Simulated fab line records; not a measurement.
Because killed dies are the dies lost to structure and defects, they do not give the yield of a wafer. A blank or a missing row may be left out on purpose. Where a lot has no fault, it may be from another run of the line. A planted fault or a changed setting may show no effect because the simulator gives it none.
fab line records | flow nand-harc
record lots=6 wafers=18 last-day=32
route steps=1302 shown A_BLC@1119 END@1302
lots with no fault: from the same line, run without faults
start-h: start of the lot's first displayed wafer, in hours after the record's first day | wait-h: hours elapsed since this lot's preceding step | " identical to the entry in the row above | L1.1+2: a row that stands for several wafers | - no value, or no start was given | * or withheld: withheld | < > ~ a bound
route shown NAME@n: names a module that has steps shown in the file, with the first one's number in the route | usual: mean/standard deviation taken from wafers without a fault | same: alike in all rows | chamber/n: place in a boat | sites: the reading at each site | _std_site: the standard deviation of these | _edge_site: outer sites' mean less inner sites' | radius-mm: for every site, how far away it sits from the centre of the wafer | mask NAME#n: copy n | behind: tool/chamber where the wafer was last shaped | hold: reason for holding the lot/hours on hold/outcome of the hold | device: which transistor (n, p or np) failed to switch | end of line: tests run on the same wafers once the route is complete | where a step has no rows: the recipe by itself | killed: the dies lost at the first sort to structure and to defects; this is not the yield of the wafer | map: dies across one wafer; x = killed, . = not, _ = none there
set.NAME: the setting the step ran with; set.NAME@STEP: the setting that earlier step ran with | model.NAME: the simulator's own value behind a step, which no gauge read
lots at some steps of the route; a table a step, a row a wafer
services: the hour from which a tool's chamber was out of use, counted from the record's first day as start-h (under 0 if before that day), plus the number of hours and why
## steps
# step NHARC_A_BLC_INSPECT_12
# usual raw-defect-count=82/32
# columns lot.wafer tool chamber start-h wait-h raw-defect-count
L390.2 defect-inspect-02 - 548.00 0.0 82
L390.3 " - " " 76
L390.6 " - " " 65
L396.1 defect-inspect-01 - 618.52 0.0 35
L396.2 " - " " 48
L396.5 " - " " 43
L397.3 defect-inspect-01 - 628.27 0.0 59
L397.4 " - " " 60
L397.5 " - " " 88
L398.2 defect-inspect-01 - 641.00 0.0 152
L398.3 " - " " 117
L398.6 " - " " 146
L405.1 defect-inspect-02 - 693.83 0.0 119
L405.4 " - " " 101
L405.6 " - " " 116
L407.1 defect-inspect-02 - 715.43 0.0 149
L407.4 " - " " 105
L407.6 " - " " 145
# step NHARC_A_BLC_DESCUM_15
# recipe time-s=3 o2-flow-sccm=200 ar-flow-sccm=0 bias-power-w=0 chemistry=O2
# step NHARC_A_BLC_ETCH_16
# recipe target-depth-a=390 over-etch-frac=0.3 time-s=65 ion-energy-ev=80 cf4-flow-sccm=150 ar-flow-sccm=0 rf-w=300 bias-w=100 chemistry=CF4
# step NHARC_A_BLC_ETCH_17
# recipe target-depth-a=3900 over-etch-frac=0.25 time-s=609.38 ion-energy-ev=200 n2-flow-sccm=150 h2-flow-sccm=150 ar-flow-sccm=0 rf-w=400 bias-w=150 chemistry=N2/H2
# step NHARC_A_BLC_ETCH_18
# recipe target-depth-a=9100 c4f8-flow-sccm=20 o2-flow-sccm=10 ar-flow-sccm=withheld rf-w=600 bias-w=1500 chemistry=C4F8/O2/Ar
# usual bias-w=1499/4.5 oes-product-au=0.947/0.024 rf-vpp-V=977/5.8
# columns lot.wafer tool chamber start-h wait-h bias-w oes-product-au rf-hours-counter-h rf-vpp-V
L390.3 rie-diel-01 1 - - 1499 0.968 17 979
L390.2 " 3 " " 1501 0.950 18 985
L390.6 " 1 " " 1502 0.972 - 980
L396.1 rie-diel-01 2 - - 1500 0.956 3 972
L396.2 " 1 " " 1511 0.951 3 979
L396.5 " 3 " " 1501 0.941 - 985
L397.4 rie-diel-07 1 - - 1493 0.928 44 972
L397.3 " 2 " " 1501 0.918 45 974
L397.5 " 0 " " 1503 0.925 - 975
L398.2 rie-diel-02 3 - - 1500 0.994 4 984
L398.3 " 0 " " 1497 0.946 4 977
L398.6 " 3 " " 1494 0.982 - 984
L405.4 rie-diel-01 0 - - 1496 0.936 12 974
L405.1 " 1 " " 1498 0.916 10 980
L405.6 " 0 " " 1501 0.929 - 974
L407.4 rie-diel-02 3 - - 1499 0.939 9 985
L407.1 " 0 " " 1499 0.923 9 974
L407.6 " 3 " " 1495 0.939 - 984
# step NHARC_A_BLC_CD_MEAS_19
# usual cd-nm=99.5/2.4
# columns lot.wafer tool chamber start-h wait-h cd-nm
L390.2 cd-sem-03 - 549.03 - 99.4
L390.3 " - " " 95.6
L390.6 " - " " 96.5
L396.1 cd-sem-01 - 619.55 - 94.8
L396.2 " - " " 101.3
L396.5 " - " " 99.0
L397.3 cd-sem-02 - 629.30 - 103.0
L397.4 " - " " 99.9
L397.5 " - " " 100.1
L398.2 cd-sem-01 - 642.21 - 97.9
L398.3 " - " " 101.2
L398.6 " - " " 101.1
L405.1 cd-sem-01 - 694.86 - 93.2
L405.4 " - " " 96.7
L405.6 " - " " 100.7
L407.1 cd-sem-01 - 716.45 - 99.9
L407.4 " - " " 99.3
L407.6 " - " " 100.6
# step NHARC_A_BLC_STRIP_29
# recipe cf4-flow-sccm=150 ar-flow-sccm=0 bias-w=0 chemistry=CF4
# usual drypump-motor-current-A=5.7/0.41 oes-product-au=1.001/0.014 rf-vpp-V=59.2/0.9 showerhead-plenum-p-Torr=1.75/0.072 throttle-valve-pct=13.284/0.0092
# same bias-w=0
# columns lot.wafer tool chamber start-h wait-h drypump-motor-current-A oes-product-au rf-hours-counter-h rf-vpp-V showerhead-plenum-p-Torr throttle-valve-pct
L390.3 rie-diel-02 1 549.11 0.1 6.1 0.989 7 58.5 1.66 13.283
L390.2 " 2 " " 5.5 1.007 7 59.6 1.83 13.302
L390.6 " 1 " " 6.1 0.991 - 58.7 1.66 13.281
L396.2 rie-diel-02 3 619.64 0.1 5.8 1.022 3 59.8 1.85 13.290
L396.1 " 0 " " 5.1 0.988 3 57.7 1.72 13.285
L396.5 " 3 " " 5.8 1.017 - 59.2 1.85 13.267
L397.4 rie-diel-01 1 629.37 0.1 5.5 0.990 3 58.9 1.77 13.278
L397.3 " 0 " " 6.3 1.022 4 58.1 1.71 13.288
L397.5 " 1 " " 5.5 0.990 - 59.4 1.77 13.289
L398.2 rie-diel-01 1 642.29 0.1 5.5 0.972 4 59.6 1.77 13.275
L398.3 " 2 " " 5.2 1.001 4 59.7 1.68 13.273
L398.6 " 1 " " 5.5 0.978 - 58.0 1.77 13.289
L405.1 rie-diel-02 0 694.94 0.1 5.1 0.988 8 59.0 1.72 13.279
L405.4 " 2 " " 5.5 1.026 7 59.6 1.83 13.295
L405.6 " 1 " " 6.1 0.998 - 58.0 1.66 13.275
L407.1 rie-diel-02 0 716.53 0.1 5.1 0.972 9 58.7 1.72 13.282
L407.4 " 1 " " 6.1 1.002 8 59.3 1.66 13.292
L407.6 " 1 " " 6.1 0.996 - 59.3 1.66 13.296
# step NHARC_A_BLC_STRIP_21
# recipe o2-flow-sccm=500 ar-flow-sccm=0 bias-w=0 chemistry=O2
# step NHARC_A_BLC_STRIP_22
# recipe time-s=600 temp-c=30 chemistry=post-etch-residue-remover
# step NHARC_A_BLC_DEGAS_30
# recipe temp-c=300 time-s=60
# usual heater-power-w=469/44
# columns lot.wafer tool chamber start-h wait-h heater-power-w
L390.2 pvd-sputter-02 - 549.64 - 561
L390.3 " - " " 443
L390.6 " - " " 477
L396.2 pvd-sputter-03 - 620.18 - 430
L396.1 " - " " 521
L396.5 " - " " 514
L397.3 pvd-sputter-01 - 629.90 - 477
L397.4 " - " " 404
L397.5 " - " " 480
L398.3 pvd-sputter-01 - 642.82 - 427
L398.2 " - " " 464
L398.6 " - " " 462
L405.1 pvd-sputter-01 - 695.46 - 419
L405.4 " - " " 487
L405.6 " - " " 435
L407.1 pvd-sputter-01 - 717.05 - 482
L407.4 " - " " 428
L407.6 " - " " 479
# step NHARC_A_BLC_PRE_CLEAN_31
# recipe time-s=15 bias-v=250 gas=Ar
# step NHARC_A_BLC_PVD_32
# recipe target-thk-a=50 chamber-pressure-pa=5 power-w=5000 substrate-temp-c=200 time-s=17.7 material=Ti
# usual throttle-valve-pct=30.0/0.94
# columns lot.wafer tool chamber start-h wait-h throttle-valve-pct
L390.3 pvd-sputter-02 - - - 29.3
L390.2 " - " " 29.8
L390.6 " - " " 29.4
L396.1 pvd-sputter-03 - - - 30.2
L396.2 " - " " 29.6
L396.5 " - " " 30.0
L397.3 pvd-sputter-01 - - - 30.1
L397.4 " - " " 29.6
L397.5 " - " " 30.0
L398.2 pvd-sputter-01 - - - 28.5
L398.3 " - " " 30.3
L398.6 " - " " 29.6
L405.4 pvd-sputter-01 - - - 29.6
L405.1 " - " " 28.8
L405.6 " - " " 29.7
L407.4 pvd-sputter-01 - - - 29.7
L407.1 " - " " 30.0
L407.6 " - " " 29.7
# step NHARC_A_BLC_ALD_23
# recipe target-thk-a=30 pulse-time-s=1 ald-cycles=150 temp-c=450 material=TiN
# usual ald-cycles=150/0 heater-power-outer-w=706/71 heater-power-w=1083/100 precursor-pulse-height-rel=0.999/0.018
# columns lot.wafer tool chamber start-h wait-h ald-cycles heater-power-outer-w heater-power-w precursor-pulse-height-rel since-wet-clean-h
L390.3 ald-metal-04 1 549.87 - 150 775 1199 1.015 66
L390.2 " 3 " " 150 570 897 0.997 66
L390.6 " 1 " " 150 759 1178 1.002 -
L396.1 ald-metal-04 3 620.45 - 70 573 864 1.016 136
L396.2 " 0 " " 150 731 1128 0.998 137
L396.5 " 2 " " 150 637 1007 0.960 -
L397.4 ald-metal-04 1 630.14 - 70 772 1203 0.990 146
L397.3 " 2 " " 150 643 1003 0.993 146
L397.5 " 1 " " 150 773 1213 1.012 -
L398.3 ald-metal-01 1 643.05 - 150 636 1035 1.002 107
L398.2 " 3 " " 150 693 1110 0.974 107
L398.6 " 1 " " 150 628 991 0.995 -
L405.1 ald-metal-04 2 695.73 - 150 658 981 1.007 34
L405.4 " 0 " " 150 715 1078 1.004 34
L405.6 " 2 " " 150 661 1007 1.034 -
L407.4 ald-metal-03 0 717.29 - 150 742 1098 1.020 136
L407.1 " 3 " " 150 659 1011 1.003 136
L407.6 " 0 " " 150 725 1064 1.006 -
# step NHARC_A_BLC_CVD_24
# recipe target-thk-a=1500 temp-c=300 pressure-torr=40 wf6-flow-sccm=40 h2-flow-sccm=1600 ar-flow-sccm=1560 time-s=434 material=W
# usual heater-power-outer-w=258/9.8 heater-power-w=461/29 mfc-h2-sccm=1599/5 throttle-valve-pct=7.81/0.21
# columns lot.wafer tool chamber start-h wait-h heater-power-outer-w heater-power-w mfc-h2-sccm since-wet-clean-h throttle-valve-pct
L390.2 cvd-w-02 0 - - 268 465 1600 76 7.76
L390.3 " 1 " " 263 499 1595 - 7.99
L390.6 " 1 " " 260 495 1601 - 7.53
L396.1 cvd-w-02 1 - - 271 494 1597 146 7.81
L396.2 " 0 " " 267 465 1594 147 7.83
L396.5 " 0 " " 259 464 1600 - 8.07
L397.4 cvd-w-01 0 - - 250 454 1606 - 7.86
L397.3 " 1 " " 257 427 1594 - 7.48
L397.5 " 0 " " 245 463 1611 - 8.00
L398.2 cvd-w-01 1 - - 256 430 1598 81 7.62
L398.3 " 0 " " 245 450 1599 - 7.98
L398.6 " 1 " " 257 422 1598 - 7.77
L405.1 cvd-w-02 0 - - 258 449 1595 41 7.85
L405.4 " 0 " " 256 452 1597 - 7.97
L405.6 " 1 " " 264 501 1594 - 7.42
L407.1 cvd-w-01 1 - - 257 435 1598 155 7.65
L407.4 " 1 " " 258 441 1602 - 7.82
L407.6 " 1 " " 265 431 1600 - 7.87
# step NHARC_END_SORT_01
# recipe temp-c=25
# usual killed-at-array=56/17 killed-at-other=1.2/1.4 killed-at-periphery=4/3.2 killed-dies=61/16 killed-open=3.6/2.1 killed-short=2.7/1.8
# same gross-dies=677
# columns lot.wafer tool chamber start-h wait-h killed-at-array killed-at-other killed-at-periphery killed-dies killed-open killed-short
L396.1 prober-01 0 662.23 2.5 672 2 3 677 4 0
L397.4 prober-02 0 677.49 3.4 674 0 3 677 4 1
# killed by level:class
L396.1 A_BLC:area-ald=640 A_CHANNEL_HOLE_D2:chamber-film-flake=14 A_CHANNEL_HOLE_D1:chamber-film-flake=6 A_STAIRCASE:chamber-film-flake=2 A_WL_FILL:chamber-film-flake=2 A_CONTACT:chamber-film-flake=2 A_M0:chamber-film-flake=2 THIN_TSV:chamber-film-flake=2
L397.4 A_BLC:area-ald=626 A_SLIT:chamber-film-flake=30 A_CHANNEL_HOLE_D1:chamber-film-flake=8 A_STAIRCASE:chamber-film-flake=5 P_STI:geometric-particle:open=1 A_CHANNEL_FILL_D1:geometric-particle:open=1 A_ONON_D2:geometric-particle:open=1 A_CHANNEL_FILL_D2:geometric-particle:short=1
# map L396.1 (x killed, . not)
____________x____________
_________xxxxxxx_________
_______xxxxxxxxxxx_______
______xxxxxxxxxxxxx______
_____xxxxxxxxxxxxxxx_____
____xxxxxxxxxxxxxxxxx____
____xxxxxxxxxxxxxxxxx____
___xxxxxxxxxxxxxxxxxxx___
___xxxxxxxxxxxxxxxxxxx___
__xxxxxxxxxxxxxxxxxxxxx__
__xxxxxxxxxxxxxxxxxxxxx__
_xxxxxxxxxxxxxxxxxxxxxxx_
_xxxxxxxxxxxxxxxxxxxxxxx_
_xxxxxxxxxxxxxxxxxxxxxxx_
_xxxxxxxxxxxxxxxxxxxxxxx_
_xxxxxxxxxxxxxxxxxxxxxxx_
xxxxxxxxxxxxxxxxxxxxxxxxx
xxxxxxxxxxxxxxxxxxxxxxxxx
xxxxxxxxxxxxxxxxxxxxxxxxx
xxxxxxxxxxxxxxxxxxxxxxxxx
xxxxxxxxxxxxxxxxxxxxxxxxx
_xxxxxxxxxxxxxxxxxxxxxxx_
_xxxxxxxxxxxxxxxxxxxxxxx_
_xxxxxxxxxxxxxxxxxxxxxxx_
_xxxxxxxxxxxxxxxxxxxxxxx_
_xxxxxxxxxxxxxxxxxxxxxxx_
__xxxxxxxxxxxxxxxxxxxxx__
__xxxxxxxxxxxxxxxxxxxxx__
___xxxxxxxxxxxxxxxxxxx___
___xxxxxxxxxxxxxxxxxxx___
____xxxxxxxxxxxxxxxxx____
____xxxxxxxxxxxxxxxxx____
_____xxxxxxxxxxxxxxx_____
______xxxxxxxxxxxxx______
_______xxxxxxxxxxx_______
_________xxxxxxx_________
____________x____________
# map L397.4 (x killed, . not)
____________x____________
_________xxxxxxx_________
_______xxxxxxxxxxx_______
______xxxxxxxxxxxxx______
_____xxxxxxxxxxxxxxx_____
____xxxxxxxxxxxxxxxxx____
____xxxxxxxxxxxxxxxxx____
___xxxxxxxxxxxxxxxxxxx___
___xxxxxxxxxxxxxxxxxxx___
__xxxxxxxxxxxxxxxxxxxxx__
__xxxxxxxxxxxxxxxxxxxxx__
_xxxxxxxxxxxxxxxxxxxxxxx_
_xxxxxxxxxxxxxxxxxxxxxxx_
_xxxxxxxxxxxxxxxxxxxxxxx_
_xxxxxxxxxxxxxxxxxxxxxxx_
_xxxxxxxxxxxxxxxxxxxxxxx_
xxxxxxxxxxxxxxxxxxxxxxxxx
xxxxxxxxxxxxxxxxxxxxxxxxx
xxxxxxxxxxxxxxxxxxxxxxxxx
xxxxxxxxxxxxxxxxxxxxxxxxx
xxxxxxxxxxxxxxxxxxxxxxxxx
_xxxxxxxxxxxxxxxxxxxxxxx_
_xxxxxxxxxxxxxxxxxxxxxxx_
_xxxxxxxxxxxxxxxxxxxxxxx_
_xxxxxxxxxxxxxxxxxxxxxxx_
_xxxxxxxxxxxxxxxxxxxxxxx_
__xxxxxxxxxxxxxxxxxxxxx__
__xxxxxxxxxxxxxxxxxxxxx__
___xxxxxxxxxxxxxxxxxxx___
___xxxxxxxxxxxxxxxxxxx___
____xxxxxxxxxxxxxxxxx____
____xxxxxxxxxxxxxxxxx____
_____xxxxxxxxxxxxxxx_____
______xxxxxxxxxxxxx______
_______xxxxxxxxxxx_______
_________xxxxxxx_________
____________x____________
## services
# columns tool chamber start-h hours kind
pvd-sputter-03 - 526.00 10.0 pm
cvd-w-01 - 534.52 15.2 repair
cvd-w-02 1 537.13 3.6 repair
cvd-w-01 - 549.73 13.0 pm
rie-diel-01 - 557.81 9.0 pm
pvd-sputter-01 - 563.59 2.2 repair
rie-diel-02 - 570.71 9.0 pm
rie-diel-01 3 570.81 5.3 repair
pvd-sputter-01 - 571.11 7.1 repair
pvd-sputter-02 - 581.01 4.6 repair
pvd-sputter-01 - 582.01 10.0 pm
rie-diel-01 2 592.87 5.7 repair
rie-diel-01 1 595.90 9.8 repair
pvd-sputter-01 - 596.88 1.0 repair
cvd-w-01 1 603.67 13.1 repair
rie-diel-02 1 637.50 6.2 repair
pvd-sputter-02 - 638.05 10.0 pm
cvd-w-02 - 642.21 13.0 pm
pvd-sputter-03 - 649.28 11.3 repair
ald-metal-04 - 652.00 10.0 pm
cvd-w-01 - 702.92 1.2 repair
rie-diel-01 1 708.89 15.4 repair
pvd-sputter-01 - 709.21 2.4 repair
cvd-w-02 1 715.03 3.6 repair
## key
first-sign step=NHARC_A_BLC_ALD_23 reading=ald-cycles direction=down sigmas=99+ usual=150 struck=70
effect step=NHARC_END_SORT_01 reading=killed-dies direction=up sigmas=37 usual=61 struck=677
more-kills-born-at NHARC_A_BLC_ALD_23@ald-metal-04=1266
met-at NHARC_A_BLC_ALD_23
struck-wafers L396.1,L397.4
later-rows-left-out L396.1,L397.4
tester-left-out L396,L397
onset-between 549.87 620.45
fault kind=process-parameter-drift tool=ald-metal-04 chamber=- onset-h=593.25 steps=NHARC_A_BLC_ALD_23 channel=ald-cycles offset=-80 shape=step end-h=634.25 scope=struck-wafers-only acts-in=these-recipes-only stated=150
# tester-left-out: of these lots the tester's yield and bins aren't shown, on N5 and GAA mostly nor the transistor test; their killed dies are dies lost to structure and defects alone, not to doping, threshold or leakage, so they don't give the yield
# later-rows-left-out: the simulator's readings of these wafers behind a module that went badly wrong aren't trusted and aren't shown, but for the sort
